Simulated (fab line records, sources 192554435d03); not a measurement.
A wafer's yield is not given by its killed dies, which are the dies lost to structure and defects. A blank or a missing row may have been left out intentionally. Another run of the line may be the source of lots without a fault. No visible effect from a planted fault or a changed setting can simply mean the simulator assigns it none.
fab line records + flow n5Finfet
record
- lots=11
- wafers=31
- lastDay=17
route steps=1938 shown BEOL_M8@1377 BEOL_M15@1821 TV_OPEN@1888 PASSIVATION@1916
lots that met no fault: from a run of the same line without faults
startH: the number of hours between the record's first day and the start of the first shown wafer of the lot + waitH: how many hours have passed since the lot's step before this one + " identical to the entry in the row above + L1.1+2: a single row standing in for several wafers + - no value, or no start given + * or withheld: withheld + < > ~ a bound
route shown NAME@n: names a module that has steps shown in the file, with the first one's number in the route + usual: mean/standard deviation of fault-free wafers + same: alike in all rows + chamber/n: place in a boat + sites: readings site by site + _std_site: the values' standard deviation + _edge_site: inner sites' mean taken away from outer sites' mean + radiusMm: how far each site lies from the wafer's centre + mask NAME#n: copy n + behind: the tool/chamber that last shaped the wafer + hold: the reason the lot was held/the length of the hold in hours/how it ended + device: the n, p or np transistor that did not switch + end of line: tests of these same wafers at the route's end + a step with no rows: only its recipe + killed: dies lost to structure and defects at the first sort, not the wafer's yield + map: a wafer's dies, marking killed ones x, the rest . and places with no die _
set.NAME: setting as actually run; set.NAME@STEP: the setting as run at that earlier step + model.NAME: the simulator's own value behind a step, which no gauge read
steps of the route over a sample of lots; a table a step, a row a wafer
services: when a tool's chamber went out of use (startH, in hours from the record's first day, below 0 if earlier), for how many hours, and the reason
## steps
# step N5_BEOL_M8_TRENCH_ETCH_37
# recipe
- chemistry=C4F6/O2
- targetDepthA=934.78
- target=SiCOH_lowk
- timeS=31.2
- ionEnergyEv=250
- pressureMtorr=30
- sourceW=345
- biasW=185
- Ar_flow_sccm=300
- C4F6_flow_sccm=10
- O2_flow_sccm=10
# usual
- C4F6_flow_sccm=10.005/0.03
- drypumpMotorCurrentA=5.6/0.39
- oesProductAu=0.79/0.092
- rfVppV=654/15
- showerheadPlenumPTorr=2.83/0.076
- throttleValvePct=20.83/0.26
# same
- timeS=31.2
| lot.wafer | tool       | chamber | startH | waitH | C4F6_flow_sccm | drypumpMotorCurrentA | oesProductAu | rfHoursCounterH | rfVppV | showerheadPlenumPTorr | throttleValvePct |
|-----------|------------|---------|--------|-------|----------------|----------------------|--------------|-----------------|--------|-----------------------|------------------|
| L503.2    | rieDiel-03 | 2       | 211.67 | -     | 9.975          | 5.6                  | 0.89         | 41              | 676    | 2.87                  | 20.29            |
| L503.5    | "          | 1       | "      | "     | 10.002         | 5.1                  | 0.90         | -               | 626    | 2.90                  | 20.83            |
| L504.2    | rieDiel-03 | 1       | 233.24 | -     | 10.064         | 5.1                  | 0.88         | 29              | 626    | 2.90                  | 20.83            |
| L504.5    | "          | 0       | "      | "     | 10.021         | 6.4                  | 0.70         | -               | 641    | 2.83                  | 21.14            |
| L504.6    | "          | 3       | "      | "     | 10.009         | 5.4                  | 0.67         | -               | 655    | 2.78                  | 21.23            |
| L506.1    | rieDiel-03 | 1       | 233.94 | -     | 10.054         | 5.1                  | 0.87         | 29              | 625    | 2.90                  | 20.82            |
| L506.4    | "          | 0       | "      | "     | 9.998          | 6.4                  | 0.70         | 203             | 642    | 2.83                  | 21.14            |
| L506.5    | "          | 3       | "      | "     | 9.993          | 5.4                  | 0.67         | -               | 655    | 2.78                  | 21.25            |
| L511.1    | rieDiel-01 | 2       | 250.39 | -     | 10.005         | 5.9                  | 0.88         | 32              | 647    | 2.82                  | 20.86            |
| L511.4    | "          | 1       | "      | "     | 9.990          | 5.8                  | 0.82         | 84              | 650    | 2.90                  | 20.55            |
| L511.5    | "          | 2       | "      | "     | 10.015         | 5.9                  | 0.88         | -               | 648    | 2.82                  | 20.88            |
| L510.1    | rieDiel-01 | 2       | 258.30 | -     | 10.023         | 5.9                  | 0.87         | 35              | 648    | 2.82                  | 20.87            |
| L510.4    | "          | 1       | "      | "     | 10.051         | 5.7                  | 0.81         | 87              | 649    | 2.90                  | 20.57            |
| L510.5    | "          | 2       | "      | "     | 10.004         | 5.9                  | 0.87         | -               | 646    | 2.82                  | 20.87            |
| L512.1    | rieDiel-01 | 1       | 258.70 | -     | 10.002         | 5.8                  | 0.81         | 87              | 649    | 2.90                  | 20.56            |
| L512.4    | "          | 3       | "      | "     | 9.993          | 5.3                  | 0.68         | 212             | 659    | 2.95                  | 21.08            |
| L512.5    | "          | 0       | "      | "     | 10.008         | 5.8                  | 0.71         | -               | 670    | 2.68                  | 20.85            |
| L514.3    | rieDiel-03 | 1       | 285.45 | -     | 9.998          | 5.1                  | 0.84         | 48              | 627    | 2.89                  | 20.86            |
| L514.4    | "          | 0       | "      | "     | 9.989          | 6.3                  | 0.69         | 225             | 642    | 2.82                  | 21.17            |
| L514.5    | "          | 1       | "      | "     | 9.987          | 5.1                  | 0.84         | -               | 627    | 2.89                  | 20.87            |
| L518.4    | rieDiel-03 | 0       | 299.04 | -     | 10.012         | 6.4                  | 0.68         | 231             | 641    | 2.82                  | 21.17            |
| L518.6    | "          | 0       | "      | "     | 10.015         | 6.4                  | 0.69         | -               | 643    | 2.82                  | 21.17            |
| L520.1    | rieDiel-04 | 0       | 303.56 | -     | 10.011         | 6.1                  | 0.96         | 8               | 669    | 2.77                  | 20.62            |
| L520.3    | "          | 1       | "      | "     | 10.024         | 5.4                  | 0.82         | 79              | 665    | 2.74                  | 20.76            |
| L520.6    | "          | 2       | "      | "     | 10.027         | 5.5                  | 0.78         | -               | 664    | 2.74                  | 20.63            |
| L521.2    | rieDiel-03 | 1       | 309.13 | -     | 10.006         | 5.1                  | 0.83         | 57              | 626    | 2.89                  | 20.86            |
| L521.4    | "          | 0       | "      | "     | 9.956          | 6.3                  | 0.68         | 234             | 644    | 2.82                  | 21.17            |
| L521.5    | "          | 2       | "      | "     | 9.981          | 5.6                  | 0.84         | -               | 677    | 2.85                  | 20.34            |
| L525.2    | rieDiel-03 | 2       | 335.92 | -     | 9.969          | 5.7                  | 0.82         | 85              | 678    | 2.85                  | 20.34            |
| L525.3    | "          | 0       | "      | "     | 10.001         | 6.4                  | 0.68         | 243             | 642    | 2.81                  | 21.21            |
| L525.5    | "          | 0       | "      | "     | 10.008         | 6.4                  | 0.68         | -               | 643    | 2.81                  | 21.17            |
# step N5_BEOL_M15_SPUTTER_45
# recipe
- material=Cu
- targetThkA=1000
- tempC=-20
- biasV=60
- powerW=26000
- chamberPressurePa=0.13
- timeS=16.67
# usual
- throttleValvePct=30.5/0.93
# same
- timeS=16.67
| lot.wafer | tool          | chamber | startH | waitH | throttleValvePct |
|-----------|---------------|---------|--------|-------|------------------|
| L503.2    | pvdSputter-01 | -       | 271.76 | 0.0   | 30.7             |
| L503.5    | "             | -       | "      | "     | 30.5             |
| L504.2    | pvdSputter-01 | -       | 277.51 | 0.0   | 29.7             |
| L504.5    | "             | -       | "      | "     | 29.9             |
| L504.6    | "             | -       | "      | "     | 30.5             |
| L506.1    | pvdSputter-03 | -       | 280.47 | 0.0   | 30.6             |
| L506.4    | "             | -       | "      | "     | 30.7             |
| L506.5    | "             | -       | "      | "     | 30.7             |
| L511.1    | pvdSputter-02 | -       | 308.44 | 0.0   | 31.0             |
| L511.4    | "             | -       | "      | "     | 29.4             |
| L511.5    | "             | -       | "      | "     | 31.0             |
| L512.1    | pvdSputter-02 | -       | 308.76 | 0.0   | 29.6             |
| L512.4    | "             | -       | "      | "     | 32.6             |
| L512.5    | "             | -       | "      | "     | 29.4             |
| L510.1    | pvdSputter-02 | -       | 310.50 | 0.0   | 29.1             |
| L510.4    | "             | -       | "      | "     | 29.5             |
| L510.5    | "             | -       | "      | "     | 32.7             |
| L514.3    | pvdSputter-01 | -       | 336.73 | 0.0   | 30.6             |
| L514.4    | "             | -       | "      | "     | 30.4             |
| L514.5    | "             | -       | "      | "     | 30.5             |
| L518.4    | pvdSputter-02 | -       | 347.62 | 0.0   | 29.4             |
| L518.6    | "             | -       | "      | "     | 32.6             |
| L520.1    | pvdSputter-01 | -       | 366.75 | 0.0   | 30.7             |
| L520.3    | "             | -       | "      | "     | 30.3             |
| L520.6    | "             | -       | "      | "     | 29.5             |
| L521.2    | pvdSputter-02 | -       | 369.19 | 0.0   | 29.4             |
| L521.4    | "             | -       | "      | "     | 32.4             |
| L521.5    | "             | -       | "      | "     | 30.8             |
| L525.2    | pvdSputter-03 | -       | 387.82 | 0.0   | 30.6             |
| L525.3    | "             | -       | "      | "     | 29.5             |
| L525.5    | "             | -       | "      | "     | 29.7             |
# step N5_PASSIVATION_VIA_ETCH_13
# recipe
- chemistry=CHF3/O2
- target=SiO2
- targetDepthA=6600
- CHF3_flow_sccm=50
- O2_flow_sccm=5
- Ar_flow_sccm=200
- timeS=330
- maskMaterial=PR
- pressureMtorr=30
- sourceW=650
- biasW=170
- ionEnergyEv=200
- ends=cleared
# usual
- drypumpMotorCurrentA=5.8/0.34
- etchRfOnTimeS=236/7.7
- oesProductAu=0.71/0.082
- rfVppV=520/14
- showerheadPlenumPTorr=2.41/0.11
- throttleValvePct=18.86/0.28
| lot.wafer | tool       | chamber | startH | waitH | drypumpMotorCurrentA | etchRfOnTimeS | oesProductAu | rfHoursCounterH | rfVppV | showerheadPlenumPTorr | throttleValvePct |
|-----------|------------|---------|--------|-------|----------------------|---------------|--------------|-----------------|--------|-----------------------|------------------|
| L503.2    | rieDiel-05 | 3       | 285.34 | 0.0   | 6.0                  | 247           | 0.66         | 183             | 553    | 2.51                  | 19.36            |
| L503.5    | "          | 3       | "      | "     | 5.9                  | 248           | 0.66         | -               | 552    | 2.51                  | 19.36            |
| L504.2    | rieDiel-02 | 3       | 286.20 | 0.0   | 6.2                  | 225           | 0.73         | 105             | 526    | 2.35                  | 18.83            |
| L504.5    | "          | 0       | "      | "     | 5.2                  | 231           | 0.66         | -               | 495    | 2.37                  | 18.81            |
| L504.6    | "          | 1       | "      | "     | 6.0                  | 226           | 0.61         | -               | 508    | 2.26                  | 18.84            |
| L506.1    | rieDiel-06 | 2       | 290.73 | 0.0   | 5.6                  | 242           | 0.65         | 182             | 522    | 2.51                  | 18.80            |
| L506.4    | "          | 2       | "      | "     | 5.6                  | 242           | 0.64         | -               | 520    | 2.51                  | 18.80            |
| L506.5    | "          | 3       | "      | "     | 6.5                  | 236           | 0.79         | -               | 511    | 2.35                  | 18.35            |
| L511.1    | rieDiel-02 | 1       | 315.45 | 0.0   | 6.0                  | 229           | 0.61         | 244             | 508    | 2.26                  | 18.88            |
| L511.4    | "          | 0       | "      | "     | 5.2                  | 238           | 0.64         | 195             | 497    | 2.36                  | 18.84            |
| L511.5    | "          | 1       | "      | "     | 6.0                  | 235           | 0.60         | -               | 508    | 2.26                  | 18.88            |
| L512.1    | rieDiel-05 | 1       | 317.44 | 0.0   | 5.4                  | 222           | 0.62         | 248             | 510    | 2.28                  | 19.44            |
| L512.4    | "          | 2       | "      | "     | 6.0                  | 237           | 0.65         | 176             | 515    | 2.22                  | 18.67            |
| L512.5    | "          | 3       | "      | "     | 5.9                  | 243           | 0.66         | -               | 553    | 2.51                  | 19.38            |
| L510.1    | rieDiel-05 | 3       | 319.89 | 0.0   | 5.9                  | 248           | 0.65         | 193             | 553    | 2.51                  | 19.36            |
| L510.4    | "          | 2       | "      | "     | 6.0                  | 244           | 0.65         | 177             | 512    | 2.22                  | 18.67            |
| L510.5    | "          | 1       | "      | "     | 5.5                  | 232           | 0.62         | -               | 509    | 2.28                  | 19.46            |
| L514.3    | rieDiel-06 | 0       | 345.65 | 0.0   | 6.3                  | 242           | 0.72         | 101             | 511    | 2.41                  | 18.89            |
| L514.4    | "          | 3       | "      | "     | 6.5                  | 235           | 0.77         | 65              | 509    | 2.35                  | 18.39            |
| L514.5    | "          | 2       | "      | "     | 5.6                  | 239           | 0.63         | -               | 522    | 2.51                  | 18.83            |
| L518.4    | rieDiel-06 | 1       | 356.87 | 0.0   | 5.7                  | 228           | 0.86         | 16              | 529    | 2.56                  | 18.78            |
| L518.6    | "          | 1       | "      | "     | 5.7                  | 231           | 0.87         | -               | 529    | 2.56                  | 18.79            |
| L520.1    | rieDiel-02 | 3       | 376.01 | 0.0   | 6.2                  | 228           | 0.70         | 138             | 527    | 2.34                  | 18.86            |
| L520.3    | "          | 1       | "      | "     | 6.0                  | 223           | 0.89         | 7               | 517    | 2.54                  | 18.54            |
| L520.6    | "          | 0       | "      | "     | 5.2                  | 235           | 0.63         | -               | 496    | 2.36                  | 18.84            |
| L521.2    | rieDiel-05 | 3       | 380.60 | 0.0   | 5.9                  | 251           | 0.64         | 215             | 552    | 2.50                  | 19.40            |
| L521.4    | "          | 2       | "      | "     | 6.0                  | 244           | 0.63         | -               | 512    | 2.21                  | 18.70            |
| L521.5    | "          | 1       | "      | "     | 5.5                  | 227           | 0.87         | -               | 518    | 2.57                  | 18.97            |
| L525.2    | rieDiel-02 | 1       | 396.39 | 0.0   | 6.0                  | 225           | 0.87         | 13              | 517    | 2.54                  | 18.56            |
| L525.3    | "          | 0       | "      | "     | 5.2                  | 232           | 0.64         | 220             | 496    | 2.36                  | 18.86            |
| L525.5    | "          | 1       | "      | "     | 6.0                  | 227           | 0.87         | -               | 517    | 2.54                  | 18.56            |
# step N5_PASSIVATION_PECVD_35
# recipe
- material=SiNx
- targetThkA=7000
- tempC=400
- precursor=SiH4/NH3/N2
- pressureTorr=4.9
- rfW=1406
- timeS=151.3
# usual
- heaterPowerW=339/66
- showerheadPlenumPTorr=8.65/0.11
- showerheadVppV=2310/61
- throttleValvePct=29.5/1.8
# same
- timeS=151.3
| lot.wafer | tool     | chamber | startH | waitH | heaterPowerW | showerheadPlenumPTorr | showerheadVppV | throttleValvePct |
|-----------|----------|---------|--------|-------|--------------|-----------------------|----------------|------------------|
| L503.2    | pecvd-04 | 2       | 288.31 | 0.1   | 243          | 8.60                  | 2313           | 28.7             |
| L503.5    | "        | 1       | "      | "     | 417          | 8.82                  | 2304           | 28.6             |
| L504.2    | pecvd-02 | 2       | 289.16 | 0.1   | 302          | 8.48                  | 2388           | 27.7             |
| L504.5    | "        | 2       | "      | "     | 348          | 8.49                  | 2383           | 28.1             |
| L504.6    | "        | 1       | "      | "     | 340          | 8.68                  | 2261           | 28.9             |
| L506.1    | pecvd-02 | 1       | 293.75 | 0.1   | 366          | 8.65                  | 2316           | 28.7             |
| L506.4    | "        | 0       | "      | "     | 428          | 8.69                  | 2255           | 31.3             |
| L506.5    | "        | 1       | "      | "     | 395          | 8.67                  | 2294           | 28.9             |
| L511.1    | pecvd-02 | 2       | 318.96 | 0.1   | 347          | 8.48                  | 2362           | 28.1             |
| L511.4    | "        | 1       | "      | "     | 392          | 8.66                  | 2321           | 28.6             |
| L511.5    | "        | 2       | "      | "     | 381          | 8.48                  | 2393           | 28.1             |
| L512.1    | pecvd-02 | 0       | 320.23 | 0.1   | 394          | 8.69                  | 2196           | 31.2             |
| L512.4    | "        | 2       | "      | "     | 269          | 8.48                  | 2300           | 28.0             |
| L512.5    | "        | 1       | "      | "     | 251          | 8.64                  | 2271           | 28.9             |
| L510.1    | pecvd-04 | 1       | 324.03 | 0.1   | 441          | 8.84                  | 2280           | 28.9             |
| L510.4    | "        | 2       | "      | "     | 306          | 8.61                  | 2337           | 28.7             |
| L510.5    | "        | 1       | "      | "     | 308          | 8.83                  | 2324           | 28.2             |
| L514.3    | pecvd-04 | 1       | 349.57 | 0.1   | 350          | 8.82                  | 2356           | 28.7             |
| L514.4    | "        | 2       | "      | "     | 311          | 8.57                  | 2345           | 28.9             |
| L514.5    | "        | 0       | "      | "     | 333          | 8.60                  | 2248           | 32.9             |
| L518.4    | pecvd-02 | 0       | 359.53 | 0.1   | 390          | 8.70                  | 2247           | 31.3             |
| L518.6    | "        | 2       | "      | "     | 261          | 8.47                  | 2340           | 28.0             |
| L520.1    | pecvd-04 | 0       | 379.93 | 0.1   | 371          | 8.59                  | 2234           | 32.8             |
| L520.3    | "        | 1       | "      | "     | 420          | 8.83                  | 2325           | 28.9             |
| L520.6    | "        | 0       | "      | "     | 235          | 8.58                  | 2269           | 33.2             |
| L521.2    | pecvd-02 | 2       | 385.30 | 0.1   | 350          | 8.49                  | 2360           | 28.2             |
| L521.4    | "        | 2       | "      | "     | 380          | 8.48                  | 2382           | 28.0             |
| L521.5    | "        | 2       | "      | "     | 401          | 8.48                  | 2361           | 28.2             |
| L525.2    | pecvd-04 | 2       | 399.80 | 0.1   | 308          | 8.57                  | 2344           | 29.2             |
| L525.3    | "        | 1       | "      | "     | 457          | 8.82                  | 2386           | 28.8             |
| L525.5    | "        | 1       | "      | "     | 306          | 8.84                  | 2362           | 28.7             |
# step N5_PASSIVATION_PROBE_49
# usual
- defectLimitedYield=91.1/1.4
- killed_at_M0_to_M3=36/9.9
- killed_at_M4_up=13/5.8
- killedAtContacts=14/5.9
- killedAtFrontEnd=39/11
- killedAtOther=3.4/2.9
- killedDies=105/17
- killedOpen=70/13
- killedShort=34/7.3
- sort_bin_4_leakage=0.00/0.0072
- sort_bin_5_function=5.3/1
- sort_bin_6_memory=3.3/0.62
- sortNPass=1075/17
- sortYieldPct=91.1/1.4
# same
- grossDies=1180
- killedAtBackSide=0
- sort_bin_8_speed[%]=0
| lot.wafer | tool      | chamber | startH | waitH | defectLimitedYield[%] | killed_at_M0_to_M3 | killed_at_M4_up | killedAtContacts | killedAtFrontEnd | killedAtOther | killedDies | killedOpen | killedShort | sort_bin_4_leakage[%] | sort_bin_5_function[%] | sort_bin_6_memory[%] | sortNPass | sortYieldPct[%] |
|-----------|-----------|---------|--------|-------|-----------------------|--------------------|-----------------|------------------|------------------|---------------|------------|------------|-------------|-----------------------|------------------------|----------------------|-----------|-----------------|
| L512.1    | prober-01 | -       | 323.79 | 0.0   | 86.0                  | 44                 | 79              | 9                | 27               | 6             | 165        | 58         | 36          | 0                     | 8.6                    | 3.6                  | 1015      | 86.0            |
| L512.4    | prober-01 | -       | 323.94 | 0.2   | 81.2                  | 41                 | 135             | 6                | 39               | 1             | 222        | 76         | 23          | 0                     | 11.6                   | 5.0                  | 958       | 81.2            |
| L512.5    | prober-01 | -       | 323.99 | 0.2   | 84.1                  | 30                 | 129             | 1                | 23               | 5             | 188        | 47         | 16          | 0                     | 10.7                   | 3.2                  | 992       | 84.1            |
| L510.1    | prober-02 | -       | 327.84 | 0.0   | 83.5                  | 32                 | 115             | 17               | 24               | 7             | 195        | 64         | 23          | 0                     | 11.0                   | 3.1                  | 985       | 83.5            |
| L510.4    | prober-02 | -       | 327.99 | 0.2   | 87.6                  | 37                 | 74              | 10               | 23               | 2             | 146        | 61         | 19          | 0                     | 7.0                    | 3.1                  | 1034      | 87.6            |
| L510.5    | prober-02 | -       | 328.04 | 0.2   | 82.5                  | 39                 | 127             | 7                | 31               | 2             | 206        | 63         | 29          | 0                     | 11.9                   | 3.8                  | 974       | 82.5            |
# killed by level:class
L512.1 BEOL_M8:unspecified=70 BEOL_M0_SAQP:geometricParticle:open=8 BEOL_M0_SAQP:geometricParticle:short=7 BEOL_M1:geometricParticle:open=6 MOL_CONTACT_COAG:geometricParticle:open=6 BEOL_M0:geometricParticle:open=6 BEOL_M2:geometricParticle:open=6 BEOL_M3:geometricParticle:open=5
L512.4 BEOL_M8:unspecified=122 BEOL_M0_SAQP:geometricParticle:open=11 DUMMY_GATE:geometricParticle:open=8 BEOL_M2:geometricParticle:open=7 STI_FIN_REVEAL:geometricParticle:open=6 MOL_CONTACT_COAG:geometricParticle:open=6 BEOL_M0_SAQP:geometricParticle:short=6 FIN_SAQP:geometricParticle:short=5
L512.5 BEOL_M8:unspecified=125 BEOL_M2:geometricParticle:open=17 FIN_SAQP:geometricParticle:short=4 FIN_SAQP:geometricParticle:open=4 STI_FIN_REVEAL:geometricParticle:open=4 BEOL_M1:geometricParticle:open=4 ILD0:geometricParticle:open=3 ILD0:geometricParticle:short=2
L510.1 BEOL_M8:unspecified=108 MOL_CONTACT_COAG:geometricParticle:open=14 BEOL_M2:geometricParticle:open=9 STI_FIN_REVEAL:geometricParticle:open=7 BEOL_M0_SAQP:geometricParticle:open=6 BEOL_M3:geometricParticle:open=6 BEOL_M1:geometricParticle:open=5 PASS1_CAP:geometricParticle:short=4
L510.4 BEOL_M8:unspecified=66 BEOL_M2:geometricParticle:open=15 BEOL_M0_SAQP:geometricParticle:open=9 STI_FIN_REVEAL:geometricParticle:open=8 MOL_CONTACT_COAG:geometricParticle:open=8 FIN_SAQP:geometricParticle:short=5 BEOL_M1:geometricParticle:open=4 BEOL_M4:geometricParticle:open=4
L510.5 BEOL_M8:unspecified=114 BEOL_M0_SAQP:geometricParticle:short=12 DUMMY_GATE:geometricParticle:open=10 BEOL_M0_SAQP:geometricParticle:open=9 BEOL_M4:geometricParticle:open=8 STI_FIN_REVEAL:geometricParticle:open=6 BEOL_M1:geometricParticle:open=6 MOL_CONTACT_COAG:geometricParticle:open=5
## services
| tool          | chamber | startH | hours | kind   |
|---------------|---------|--------|-------|--------|
| rieDiel-03    | 1       | 188.21 | 2.4   | repair |
| rieDiel-02    | 3       | 192.97 | 4.2   | repair |
| rieDiel-01    | 1       | 202.82 | 3.8   | repair |
| pecvd-04      | -       | 205.06 | 9.1   | repair |
| pecvd-02      | 1       | 221.97 | 20.4  | repair |
| rieDiel-02    | 2       | 230.43 | 75.0  | repair |
| rieDiel-01    | -       | 236.60 | 0.2   | repair |
| rieDiel-02    | -       | 257.21 | 15.6  | pm     |
| rieDiel-05    | 0       | 261.54 | 19.9  | repair |
| rieDiel-06    | 2       | 264.89 | 6.7   | repair |
| rieDiel-02    | 0       | 278.05 | 4.4   | repair |
| rieDiel-05    | -       | 298.29 | 4.3   | pm     |
| pecvd-04      | -       | 303.32 | 1.0   | repair |
| rieDiel-06    | 2       | 307.35 | 1.8   | repair |
| rieDiel-06    | 2       | 309.34 | 9.4   | repair |
| pecvd-04      | -       | 319.57 | 2.8   | pm     |
| rieDiel-02    | 3       | 348.17 | 1.7   | repair |
| rieDiel-03    | 1       | 362.98 | 15.7  | repair |
| rieDiel-05    | 0       | 365.05 | 20.0  | repair |
| pvdSputter-02 | -       | 371.63 | 0.5   | repair |
| pecvd-04      | -       | 373.74 | 0.6   | repair |
| rieDiel-03    | -       | 375.35 | 15.6  | pm     |
| rieDiel-01    | -       | 394.24 | 10.0  | pm     |
| pecvd-02      | -       | 399.50 | 2.8   | pm     |
## key
firstSign
- step=N5_PASSIVATION_PROBE_49
- reading=killed_at_M4_up
- direction=up
- sigmas=17
- usual=13
- struck=110
effect
- step=N5_PASSIVATION_PROBE_49
- reading=defectLimitedYield
- direction=down
- sigmas=4.8
- usual=91.1
- struck=84.2
moreKillsBornAt
- N5_BEOL_M8_TRENCH_ETCH_37@rieDiel-01=605
metAt N5_BEOL_M8_TRENCH_ETCH_37
struckLots L510,L512
notActingAt N5_BEOL_M15_SPUTTER_45,N5_PASSIVATION_VIA_ETCH_13,N5_PASSIVATION_PECVD_35
onsetBetween 250.39 258.30
fault
- kind=chamberParticleSource
- tool=rieDiel-01
- chamber=-
- onsetH=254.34
- steps=N5_BEOL_M8_TRENCH_ETCH_37
- ratePerVisitCm2=0.79345
- endH=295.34
